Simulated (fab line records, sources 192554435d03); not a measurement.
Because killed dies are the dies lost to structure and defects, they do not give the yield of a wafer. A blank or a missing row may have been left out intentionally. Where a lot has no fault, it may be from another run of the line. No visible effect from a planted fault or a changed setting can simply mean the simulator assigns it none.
fab line records	flow n5_finfet
record lots=10	wafers=30	last_day=18
route steps=1938 shown BEOL_M1@830 BEOL_M2@842 BEOL_M4@1111 PASSIVATION@1936
lots that met no fault: from a run of the same line without faults
start_h: the number of hours between the record's first day and the start of the first shown wafer of the lot	wait_h: how many hours have passed since the lot's step before this one	" repeats the value in the row above	L1.1+2: several wafers, shown together as one row	- value missing, or start not given	* or withheld: withheld	< > ~ a bound
route shown NAME@n: a module of which the file shows steps, and the number in the route of the first	usual: average and standard deviation across the fault-free wafers	same: alike in all rows	chamber/n: place in a boat	sites: the reading at each site	_std_site: how widely they spread, as a standard deviation	_edge_site: the outer-site mean with the inner-site mean subtracted	radius_mm: how far each site lies from the wafer's centre	mask NAME#n: copy n	behind: the last tool/chamber to shape the wafer	hold: the reason the lot was held/the length of the hold in hours/how it ended	device: transistor that didn't switch, given as n, p or np	end of line: the route-end tests of the same wafers	for a step that has no rows: nothing shown but its recipe	killed: count of dies lost to structure and defects at first sort (not the wafer's yield)	map: a wafer's dies, marking killed ones x, the rest . and places with no die _
set.NAME: the setting that was run; set.NAME@STEP: the one run at that earlier step	model.NAME: the simulator's own value behind a step, which no gauge read
the route's steps for a sample of lots (tables are steps, rows are wafers)
services: the hour from which a tool's chamber was out of use, counted from the record's first day as start_h (under 0 if before that day), plus the number of hours and why
## steps
# step N5_BEOL_M1_SPUTTER_96
# recipe material=Cu	target_thk_a=45	temp_c=-20	chamber_pressure_pa=0.07	power_w=withheld	time_s=8.29
# usual substrate_temp_c=-19.99/0.11	throttle_valve_pct=29.6/0.96
lot.wafer	tool	chamber	start_h	wait_h	substrate_temp_c	throttle_valve_pct
L477.1	pvd_sputter-01	-	139.44	0.1	-19.78	29.3
L477.2	"	-	"	"	-19.95	30.2
L477.4	"	-	"	"	-19.82	30.2
L478.2	pvd_sputter-02	-	151.26	0.1	-20.07	27.9
L478.5	"	-	"	"	-19.99	29.7
L478.6	"	-	"	"	-19.95	29.8
L486.1	pvd_sputter-02	-	193.97	0.1	-20.14	30.7
L486.5	"	-	"	"	-19.99	29.8
L486.6	"	-	"	"	-19.94	29.8
L487.1	pvd_sputter-01	-	197.30	0.1	-20.04	30.4
L487.2	"	-	"	"	-20.04	28.9
L487.3	"	-	"	"	-20.00	30.1
L488.1	pvd_sputter-03	-	203.24	0.1	-20.06	31.1
L488.3	"	-	"	"	-19.95	29.7
L488.5	"	-	"	"	-19.88	28.8
L493.2	pvd_sputter-01	-	245.36	0.1	-20.09	30.5
L493.3	"	-	"	"	-20.02	29.9
L493.5	"	-	"	"	-19.84	29.8
L494.1	pvd_sputter-02	-	249.16	0.1	-20.07	29.8
L494.3	"	-	"	"	-20.08	27.9
L494.6	"	-	"	"	-20.01	28.0
L496.3	pvd_sputter-02	-	257.24	0.1	-20.04	27.8
L496.4	"	-	"	"	-20.13	29.8
L496.5	"	-	"	"	-19.97	27.5
L495.2	pvd_sputter-01	-	257.45	0.1	-20.09	28.8
L495.3	"	-	"	"	-19.83	28.7
L495.5	"	-	"	"	-20.08	30.1
L497.3	pvd_sputter-01	-	278.98	0.1	-20.01	30.4
L497.4	"	-	"	"	-20.02	28.8
L497.5	"	-	"	"	-19.89	30.4
# step N5_BEOL_M1_DEP_57
# recipe material=SiCN	target_thk_a=80	temp_c=withheld	precursor=3MS/NH3	pressure_torr=3	rf_w=202	time_s=14
# usual showerhead_plenum_p_Torr=3.665/0.011	throttle_valve_pct=9.2/0.5
lot.wafer	tool	chamber	start_h	wait_h	showerhead_plenum_p_Torr	throttle_valve_pct
L477.1	pecvd-01	1	140.61	0.0	3.672	9.7
L477.2	"	2	"	"	3.666	10.2
L477.4	"	1	"	"	3.652	9.5
L478.2	pecvd-02	2	152.36	0.0	3.675	8.6
L478.5	"	1	"	"	3.657	8.8
L478.6	"	2	"	"	3.665	8.6
L486.1	pecvd-03	0	194.95	0.0	3.658	9.3
L486.5	"	2	"	"	3.653	8.9
L486.6	"	1	"	"	3.690	8.9
L487.1	pecvd-02	0	198.28	0.0	3.677	8.9
L487.2	"	2	"	"	3.671	8.6
L487.3	"	1	"	"	3.656	8.8
L488.1	pecvd-01	0	204.23	0.0	3.665	10.1
L488.3	"	1	"	"	3.656	9.6
L488.5	"	1	"	"	3.662	9.8
L493.2	pecvd-02	2	246.40	0.0	3.663	8.8
L493.3	"	0	"	"	3.674	9.2
L493.5	"	0	"	"	3.671	9.3
L494.1	pecvd-02	0	250.33	0.0	3.671	9.6
L494.3	"	1	"	"	3.662	8.7
L494.6	"	0	"	"	3.665	9.1
L496.3	pecvd-02	2	258.22	0.0	3.675	8.6
L496.4	"	1	"	"	3.654	8.9
L496.5	"	0	"	"	3.661	9.1
L495.2	pecvd-02	0	258.54	0.0	3.671	9.3
L495.3	"	1	"	"	3.659	8.7
L495.5	"	2	"	"	3.670	8.7
L497.3	pecvd-01	0	279.99	0.0	3.660	10.3
L497.4	"	2	"	"	3.671	8.9
L497.5	"	0	"	"	3.663	9.9
# step N5_BEOL_M2_THK_MEAS_01
# recipe reads=SiOC_of_BEOL_M2_ILD_DEP_00
# usual M2_ILD_THK=78.5/1.1
lot.wafer	tool	chamber	start_h	wait_h	M2_ILD_THK[nm]
L477.1	film_metro-01	-	140.83	0.1	77.4
L477.2	"	-	"	"	77.5
L477.4	"	-	"	"	78.4
L478.2	film_metro-01	-	152.56	0.1	79.1
L478.5	"	-	"	"	79.3
L478.6	"	-	"	"	79.8
L486.1	film_metro-02	-	195.15	0.0	78.0
L486.5	"	-	"	"	78.3
L486.6	"	-	"	"	79.2
L487.1	film_metro-02	-	198.49	0.0	76.5
L487.2	"	-	"	"	76.8
L487.3	"	-	"	"	77.2
L488.1	film_metro-02	-	204.46	0.1	77.9
L488.3	"	-	"	"	78.3
L488.5	"	-	"	"	78.9
L493.2	film_metro-01	-	246.59	0.1	78.2
L493.3	"	-	"	"	77.7
L493.5	"	-	"	"	79.0
L494.1	film_metro-01	-	250.53	0.0	79.0
L494.3	"	-	"	"	78.4
L494.6	"	-	"	"	80.3
L496.3	film_metro-01	-	258.42	0.1	78.5
L496.4	"	-	"	"	80.4
L496.5	"	-	"	"	79.7
L495.2	film_metro-01	-	258.74	0.1	79.8
L495.3	"	-	"	"	79.2
L495.5	"	-	"	"	80.6
L497.3	film_metro-01	-	280.19	0.1	77.9
L497.4	"	-	"	"	80.2
L497.5	"	-	"	"	79.5
# step N5_BEOL_M2_PECVD_72
# recipe material=SiO2	target_thk_a=160	temp_c=400	precursor=TEOS/O2	pressure_torr=5.5	rf_w=450	teos_flow_sccm=53.8	gas=O2	flow_sccm=3000	time_s=18
# usual chamber_pressure_Torr=5.500/0.011	heater_power_outer_w=461/79	heater_power_w=748/98	showerhead_plenum_p_Torr=8.79/0.054	throttle_valve_pct=22.2/0.81
lot.wafer	tool	chamber	start_h	wait_h	chamber_pressure_Torr	heater_power_outer_w	heater_power_w	showerhead_plenum_p_Torr	throttle_valve_pct
L477.1	pecvd-03	1	140.87	0.0	5.503	475	744	8.90	22.5
L477.2	"	2	"	"	5.522	436	756	8.71	21.9
L477.4	"	2	"	"	5.509	447	763	8.70	21.8
L478.2	pecvd-04	2	152.59	0.0	5.499	486	800	8.83	20.7
L478.5	"	1	"	"	5.511	349	648	8.71	23.3
L478.6	"	2	"	"	5.492	482	824	8.86	20.8
L486.1	pecvd-02	2	195.19	0.0	-	-	-	-	-
L486.5	"	0	"	"	-	-	-	-	-
L486.6	"	1	"	"	-	-	-	-	-
L487.1	pecvd-02	0	198.53	0.0	-	-	-	-	-
L487.2	"	1	"	"	-	-	-	-	-
L487.3	"	2	"	"	-	-	-	-	-
L488.1	pecvd-03	1	204.49	0.0	-	-	-	-	-
L488.3	"	2	"	"	-	-	-	-	-
L488.5	"	2	"	"	-	-	-	-	-
L493.2	pecvd-02	0	246.63	0.0	5.496	540	845	8.81	23.1
L493.3	"	2	"	"	5.516	470	758	8.80	21.4
L493.5	"	1	"	"	5.507	299	531	8.72	21.6
L494.1	pecvd-02	1	250.56	0.0	5.489	383	618	8.74	21.6
L494.3	"	2	"	"	5.492	442	725	8.81	21.5
L494.6	"	0	"	"	5.478	514	792	8.83	23.2
L496.3	pecvd-02	2	258.46	0.0	5.501	415	672	8.80	21.5
L496.4	"	0	"	"	5.485	567	857	8.81	22.7
L496.5	"	2	"	"	5.483	418	704	8.80	21.4
L495.2	pecvd-02	2	258.77	0.0	5.513	440	735	8.81	21.5
L495.3	"	1	"	"	5.511	376	622	8.72	21.6
L495.5	"	0	"	"	5.500	597	871	8.81	22.9
L497.3	pecvd-03	2	280.23	0.0	5.491	426	732	8.72	22.2
L497.4	"	1	"	"	5.507	507	744	8.89	22.4
L497.5	"	0	"	"	5.485	529	840	8.80	22.7
# step N5_BEOL_M4_RC_MEAS_101
# usual DIBL_N=36.4/1.3	DIBL_P=36.5/1.7	IOFF_N=0.154/0.022	IOFF_P=0.202/0.025	ION_N=671/9.8	ION_P=460/6.8	SS_N=71.6/0.54	SS_P=73.4/0.58	VT_N=250.9/2.8	VT_P=-251.4/2.7
lot.wafer	tool	chamber	start_h	wait_h	DIBL_N[mV/V]	DIBL_P[mV/V]	IOFF_N[nA/um]	IOFF_P[nA/um]	ION_N[uA/um]	ION_P[uA/um]	SS_N[mV/dec]	SS_P[mV/dec]	VT_N[mV]	VT_P[mV]
L477.1	prober-02	0	175.60	0.0	37.7	38.0	0.170	0.216	667	457	71.6	74.3	249.1	-252.6
L477.2	"	0	"	"	34.9	34.4	0.125	0.167	657	453	70.8	73.3	255.3	-256.2
L477.4	"	0	"	"	37.6	37.3	0.170	0.201	672	456	71.3	74.2	251.2	-253.2
L478.2	prober-02	0	182.20	0.2	39.3	38.5	0.174	0.185	669	447	72.4	74.5	252.2	-256.8
L478.5	"	0	"	"	36.8	36.2	0.132	0.155	662	446	71.7	72.9	253.1	-256.9
L478.6	"	0	"	"	35.7	34.4	0.116	0.142	657	444	71.4	73.5	258.6	-256.9
L486.1	prober-02	0	228.32	0.0	36.7	37.2	0.154	0.200	664	453	71.4	73.1	250.5	-254.0
L486.5	"	0	"	"	35.6	36.0	0.136	0.178	664	461	71.0	73.7	254.1	-253.2
L486.6	"	0	"	"	36.3	37.2	0.152	0.200	668	459	71.6	73.6	250.8	-250.2
L487.1	prober-01	0	230.23	0.0	35.9	38.8	0.157	0.192	673	458	71.7	73.6	249.1	-254.4
L487.2	"	0	"	"	35.8	39.1	0.153	0.191	665	458	71.6	73.8	251.6	-251.8
L487.3	"	0	"	"	35.6	38.8	0.147	0.182	672	452	71.8	73.1	252.3	-254.5
L488.1	prober-02	0	230.72	0.0	36.2	36.7	0.164	0.205	681	464	71.7	72.6	250.9	-250.8
L488.3	"	0	"	"	35.1	35.4	0.143	0.187	671	459	71.8	72.5	252.5	-251.6
L488.5	"	0	"	"	34.2	33.9	0.132	0.176	671	458	71.3	72.5	251.3	-253.4
L493.2	prober-02	0	270.59	0.2	38.0	37.3	0.181	0.232	661	451	72.6	73.1	249.9	-248.6
L493.3	"	0	"	"	37.6	37.1	0.163	0.225	672	461	72.0	73.5	252.3	-251.1
L493.5	"	0	"	"	37.0	36.4	0.157	0.221	671	463	71.7	73.4	250.5	-250.3
L494.1	prober-01	0	282.60	0.0	35.8	35.5	0.135	0.225	662	466	70.9	73.0	253.4	-250.0
L494.3	"	0	"	"	38.0	37.1	0.161	0.260	656	461	72.7	73.9	249.9	-247.8
L494.6	"	0	"	"	36.2	35.9	0.139	0.243	655	458	71.7	73.3	252.5	-245.9
L496.3	prober-02	0	287.61	0.3	38.7	40.7	0.203	0.250	671	462	73.0	74.1	248.8	-248.9
L496.4	"	0	"	"	37.7	40.3	0.184	0.238	675	457	72.1	74.4	249.9	-249.7
L496.5	"	0	"	"	38.3	41.4	0.213	0.267	679	461	72.4	73.9	248.1	-247.8
L495.2	prober-01	0	295.86	0.2	37.1	35.6	0.163	0.198	661	449	71.9	73.7	250.8	-252.9
L495.3	"	0	"	"	37.6	37.3	0.188	0.241	676	463	71.9	74.4	244.2	-245.9
L495.5	"	0	"	"	37.2	37.7	0.193	0.248	687	469	71.4	73.6	246.1	-245.7
L497.3	prober-01	0	310.98	0.3	34.7	34.7	0.130	0.191	662	459	71.6	72.5	253.3	-251.2
L497.4	"	0	"	"	35.0	35.3	0.134	0.199	679	466	70.6	72.7	251.0	-248.1
L497.5	"	0	"	"	35.2	36.0	0.145	0.215	672	464	71.2	72.4	250.8	-249.1
# step N5_PASSIVATION_PROBE_49
# usual defect_limited_yield=91.1/1.3	killed_at_M0_to_M3=34/10	killed_at_M4_up=14/5.7	killed_at_contacts=12/5.9	killed_at_front_end=41/12	killed_at_other=4/3.1	killed_dies=105/15	killed_on_rim=14/4.2	killed_open=69/11	killed_short=35/7.8	sort_bin_5_function=5.3/0.81	sort_bin_6_memory=3.3/0.75	sort_bin_8_speed=0.00/0.007	sort_n_pass=1075/15	sort_yield_pct=91.1/1.3
# same gross_dies=1180	killed_at_back_side=0	sort_bin_4_leakage[%]=0
lot.wafer	tool	chamber	start_h	wait_h	defect_limited_yield[%]	killed_at_M0_to_M3	killed_at_M4_up	killed_at_contacts	killed_at_front_end	killed_at_other	killed_dies	killed_on_rim	killed_open	killed_short	sort_bin_5_function[%]	sort_bin_6_memory[%]	sort_bin_8_speed[%]	sort_n_pass	sort_yield_pct[%]
L477.1	prober-02	-	275.46	0.0	91.2	50	15	13	25	1	104	9	69	33	4.9	3.7	0	1076	91.2
L477.2	prober-02	-	275.51	0.1	91.7	22	12	11	39	14	98	13	68	28	5.8	2.3	0	1082	91.7
L477.4	prober-02	-	275.61	0.2	93.6	27	9	3	31	5	75	3	46	28	4.0	2.0	0	1105	93.6
L478.2	prober-02	-	282.13	0.1	90.9	41	5	23	35	3	107	13	75	31	6.3	2.5	0	1073	90.9
L478.5	prober-02	-	282.28	0.2	90.8	41	10	24	31	2	108	15	76	31	5.4	3.6	0	1072	90.8
L478.6	prober-02	-	282.33	0.3	91.6	46	6	16	30	1	99	11	66	30	5.3	2.5	0	1081	91.6
L488.1	prober-02	-	330.19	0.0	64.8	329	16	6	55	9	415	17	72	45	30.7	4.2	0	765	64.8
L488.3	prober-02	-	330.29	0.1	59.2	387	14	6	68	6	481	22	111	48	34.1	6.1	0	699	59.2
L488.5	prober-02	-	330.39	0.2	63.1	354	8	7	65	2	436	9	86	41	32.0	4.6	0	744	63.1
L486.1	prober-02	-	336.77	0.0	65.7	343	14	5	38	5	405	11	69	31	29.8	4.2	0	775	65.7
L486.5	prober-02	-	336.97	0.2	63.5	364	19	16	26	6	431	122	84	33	32.5	3.9	0	749	63.5
L486.6	prober-02	-	337.02	0.3	64.7	358	12	12	32	3	417	18	66	18	31.9	3.4	0	763	64.7
L487.1	prober-02	-	343.66	0.0	63.0	356	21	12	42	6	437	117	66	39	33.1	3.6	0	743	63.0
L487.2	prober-02	-	343.71	0.1	62.5	359	19	9	52	4	443	19	81	40	33.6	3.7	0	737	62.5
L487.3	prober-02	-	343.76	0.1	62.7	343	10	15	62	10	440	22	82	41	32.5	4.5	0	740	62.7
L493.2	prober-01	-	374.51	0.1	87.9	51	13	3	74	2	143	22	77	63	6.9	4.7	0	1037	87.9
L493.3	prober-01	-	374.56	0.1	90.8	50	8	3	42	6	109	9	67	40	5.8	3.0	0	1071	90.8
L493.5	prober-01	-	374.66	0.2	89.4	54	12	5	52	2	125	16	78	46	6.6	3.3	0	1055	89.4
L495.2	prober-02	-	392.64	0.1	91.8	35	6	11	42	3	97	11	63	32	5.2	2.7	0	1083	91.8
L495.3	prober-02	-	392.69	0.1	92.0	39	13	17	23	2	94	9	53	40	4.5	3.2	0	1086	92.0
L495.5	prober-02	-	392.79	0.2	91.9	39	8	14	34	1	96	15	58	37	4.7	2.8	0	1084	91.9
# killed by level:class
L477.1 BEOL_M2:geometric_particle:open=14 MOL_CONTACT_COAG:geometric_particle:open=12 BEOL_M0_SAQP:geometric_particle:short=9 BEOL_M0_SAQP:geometric_particle:open=8 BEOL_M3:geometric_particle:open=6 BEOL_M0:geometric_particle:open=6 FIN_SAQP:geometric_particle:short=5 BEOL_M4:geometric_particle:short=4
L477.2 FIN_SAQP:geometric_particle:open=10 STI_FIN_REVEAL:geometric_particle:open=9 MOL_CONTACT_COAG:geometric_particle:open=9 PASS1_DEP:geometric_particle:open=8 FIN_SAQP:geometric_particle:short=6 BEOL_M0_SAQP:geometric_particle:short=6 BEOL_M1:geometric_particle:open=5 BEOL_M3:geometric_particle:open=4
L477.4 STI_FIN_REVEAL:geometric_particle:open=7 BEOL_M0_SAQP:geometric_particle:open=7 BEOL_M0_SAQP:geometric_particle:short=7 FIN_SAQP:geometric_particle:open=6 BEOL_M1:geometric_particle:open=5 FIN_SAQP:geometric_particle:short=4 STARTING-WAFER:geometric_particle:short=4 GATE_CUT:geometric_particle:short=3
L478.2 MOL_CONTACT_COAG:geometric_particle:open=21 BEOL_M2:geometric_particle:open=16 BEOL_M0_SAQP:geometric_particle:short=9 BEOL_M2:geometric_particle:short=7 GATE_CUT:geometric_particle:open=6 FIN_SAQP:geometric_particle:open=5 STI_FIN_REVEAL:geometric_particle:open=5 BEOL_M0_SAQP:geometric_particle:open=4
L478.5 MOL_CONTACT_COAG:geometric_particle:open=21 BEOL_M2:geometric_particle:open=10 BEOL_M3:geometric_particle:open=7 BEOL_M4:geometric_particle:open=7 BEOL_M0_SAQP:geometric_particle:short=6 FIN_SAQP:geometric_particle:open=4 STI_FIN_REVEAL:geometric_particle:open=4 DUMMY_GATE:geometric_particle:open=4
L478.6 MOL_CONTACT_COAG:geometric_particle:open=14 BEOL_M2:geometric_particle:open=11 BEOL_M0_SAQP:geometric_particle:short=11 BEOL_M1:geometric_particle:open=7 STI_FIN_REVEAL:geometric_particle:open=6 BEOL_M2:geometric_particle:short=6 BEOL_M4:geometric_particle:open=5 FIN_SAQP:geometric_particle:open=4
L488.1 BEOL_M2:area_pecvd=298 FIN_SAQP:geometric_particle:short=15 STI_FIN_REVEAL:geometric_particle:open=13 BEOL_M0_SAQP:geometric_particle:short=8 BEOL_M2:geometric_particle:open=8 FIN_SAQP:geometric_particle:open=6 BEOL_M3:geometric_particle:open=6 DUMMY_GATE:geometric_particle:open=5
L488.3 BEOL_M2:area_pecvd=322 BEOL_M0_SAQP:geometric_particle:open=17 FIN_SAQP:geometric_particle:short=15 STI_FIN_REVEAL:geometric_particle:open=15 BEOL_M0_SAQP:geometric_particle:short=13 FIN_SAQP:geometric_particle:open=11 DUMMY_GATE:geometric_particle:open=11 BEOL_M1:geometric_particle:open=11
L488.5 BEOL_M2:area_pecvd=308 STI_FIN_REVEAL:geometric_particle:open=25 FIN_SAQP:geometric_particle:short=10 BEOL_M0_SAQP:geometric_particle:open=8 BEOL_M0_SAQP:geometric_particle:short=8 BEOL_M1:geometric_particle:open=8 FIN_SAQP:geometric_particle:open=6 STARTING-WAFER:geometric_particle:open=6
L486.1 BEOL_M2:area_pecvd=301 STI_FIN_REVEAL:geometric_particle:open=10 BEOL_M0_SAQP:geometric_particle:open=9 BEOL_M2:geometric_particle:open=9 BEOL_M1:geometric_particle:open=8 GATE_CUT:geometric_particle:short=6 BEOL_M3:geometric_particle:open=6 STARTING-WAFER:geometric_particle:open=5
L486.5 BEOL_M2:area_pecvd=312 BEOL_M2:geometric_particle:open=19 MOL_CONTACT_COAG:geometric_particle:open=15 BEOL_M4:geometric_particle:open=14 BEOL_M0_SAQP:geometric_particle:short=9 BEOL_M1:geometric_particle:open=8 BEOL_M3:geometric_particle:open=6 BEOL_M0_SAQP:geometric_particle:open=5
L486.6 BEOL_M2:area_pecvd=330 MOL_CONTACT_COAG:geometric_particle:open=11 ILD0:geometric_particle:open=7 BEOL_M0_SAQP:geometric_particle:open=6 BEOL_M2:geometric_particle:open=6 DUMMY_GATE:geometric_particle:open=5 BEOL_M0_SAQP:geometric_particle:short=5 BEOL_M4:geometric_particle:open=5
L487.1 BEOL_M2:area_pecvd=331 BEOL_M4:geometric_particle:open=12 MOL_CONTACT_COAG:geometric_particle:open=10 FIN_SAQP:geometric_particle:short=8 FIN_SAQP:geometric_particle:open=7 BEOL_M0_SAQP:geometric_particle:open=6 STI_FIN_REVEAL:geometric_particle:open=5 ILD0:geometric_particle:short=5
L487.2 BEOL_M2:area_pecvd=322 FIN_SAQP:geometric_particle:short=12 STI_FIN_REVEAL:geometric_particle:open=12 FIN_SAQP:geometric_particle:open=11 BEOL_M4:geometric_particle:open=11 BEOL_M0_SAQP:geometric_particle:open=10 BEOL_M2:geometric_particle:open=8 BEOL_M0_SAQP:geometric_particle:short=8
L487.3 BEOL_M2:area_pecvd=316 STI_FIN_REVEAL:geometric_particle:open=16 MOL_CONTACT_COAG:geometric_particle:open=12 FIN_SAQP:geometric_particle:open=10 GATE_CUT:geometric_particle:short=8 BEOL_M4:geometric_particle:open=8 BEOL_M0_SAQP:geometric_particle:short=7 STARTING-WAFER:geometric_particle:open=7
L493.2 FIN_SAQP:geometric_particle:short=30 FIN_SAQP:geometric_particle:open=19 BEOL_M0_SAQP:geometric_particle:short=14 BEOL_M0_SAQP:geometric_particle:open=10 STI_FIN_REVEAL:geometric_particle:open=8 BEOL_M3:geometric_particle:open=8 BEOL_M1:geometric_particle:open=7 BEOL_M4:geometric_particle:open=5
L493.3 BEOL_M3:geometric_particle:open=15 BEOL_M0_SAQP:geometric_particle:short=13 FIN_SAQP:geometric_particle:open=9 FIN_SAQP:geometric_particle:short=8 BEOL_M0_SAQP:geometric_particle:open=7 STI_FIN_REVEAL:geometric_particle:open=6 GATE_CUT:geometric_particle:short=6 BEOL_M2:geometric_particle:open=5
L493.5 FIN_SAQP:geometric_particle:short=16 BEOL_M0_SAQP:geometric_particle:open=15 FIN_SAQP:geometric_particle:open=14 BEOL_M3:geometric_particle:open=14 BEOL_M0_SAQP:geometric_particle:short=9 BEOL_M1:geometric_particle:open=6 BEOL_M2:geometric_particle:open=6 STI_FIN_REVEAL:geometric_particle:open=5
L495.2 STI_FIN_REVEAL:geometric_particle:open=10 BEOL_M3:geometric_particle:open=10 BEOL_M0_SAQP:geometric_particle:open=9 MOL_CONTACT_COAG:geometric_particle:open=7 BEOL_M0_SAQP:geometric_particle:short=7 FIN_SAQP:geometric_particle:open=4 STI_FIN_REVEAL:geometric_particle:short=4 GATE_CUT:geometric_particle:short=4
L495.3 BEOL_M0_SAQP:geometric_particle:short=15 MOL_CONTACT_COAG:geometric_particle:open=12 MOL_CONTACT_COAG:geometric_particle:short=5 BEOL_M0_SAQP:geometric_particle:open=5 BEOL_M3:geometric_particle:open=5 FIN_SAQP:geometric_particle:open=4 STI_FIN_REVEAL:geometric_particle:open=4 BEOL_M2:geometric_particle:short=4
L495.5 BEOL_M0_SAQP:geometric_particle:short=13 MOL_CONTACT_COAG:geometric_particle:open=11 BEOL_M0_SAQP:geometric_particle:open=9 DUMMY_GATE:geometric_particle:open=7 STI_FIN_REVEAL:geometric_particle:open=6 FIN_SAQP:geometric_particle:open=5 BEOL_M3:geometric_particle:open=5 STI_FIN_REVEAL:geometric_particle:short=4
## services
tool	chamber	start_h	hours	kind
pecvd-03	1	117.22	11.6	repair
pvd_sputter-03	-	119.61	1.0	repair
pecvd-01	-	137.43	2.8	pm
pecvd-03	0	140.52	5.5	scheduled_down
pecvd-02	1	145.49	5.5	scheduled_down
pecvd-03	2	178.04	2.1	scheduled_down
pecvd-02	1	199.43	5.5	scheduled_down
pecvd-02	-	201.61	23.4	repair
pecvd-01	2	202.42	-	clean
pecvd-01	2	202.42	-	consumable_replace:showerhead
pecvd-01	2	202.42	29.0	scheduled_down
pecvd-01	2	202.42	29.0	vent_cycle
pecvd-04	1	220.00	2.1	scheduled_down
pvd_sputter-02	-	222.72	1.7	repair
pecvd-03	2	239.61	5.5	scheduled_down
pecvd-01	-	240.01	0.7	repair
pecvd-04	2	241.44	2.1	scheduled_down
pecvd-03	-	255.30	4.5	repair
pecvd-02	-	256.26	0.7	repair
pecvd-01	1	275.40	12.4	repair
## key
first_sign step=N5_BEOL_M2_PECVD_72	reading=tool_record	direction=missing
effect step=N5_PASSIVATION_PROBE_49	reading=sort_bin_5_function	direction=up	sigmas=33	usual=5.3	struck=32.2
more_kills_born_at N5_BEOL_M2_PECVD_72@pecvd-02=1900	N5_BEOL_M2_PECVD_72@pecvd-03=928
met_at N5_BEOL_M2_PECVD_72
struck_lots L486,L487,L488
not_acting_at N5_BEOL_M1_SPUTTER_96,N5_BEOL_M1_DEP_57,N5_BEOL_M2_THK_MEAS_01
onset_between 140.87 195.19
fault kind=skipped_step_whole	tool=pecvd-02,pecvd-03	chamber=-	onset_h=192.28	steps=N5_BEOL_M2_PECVD_72	scope=struck_lots_only
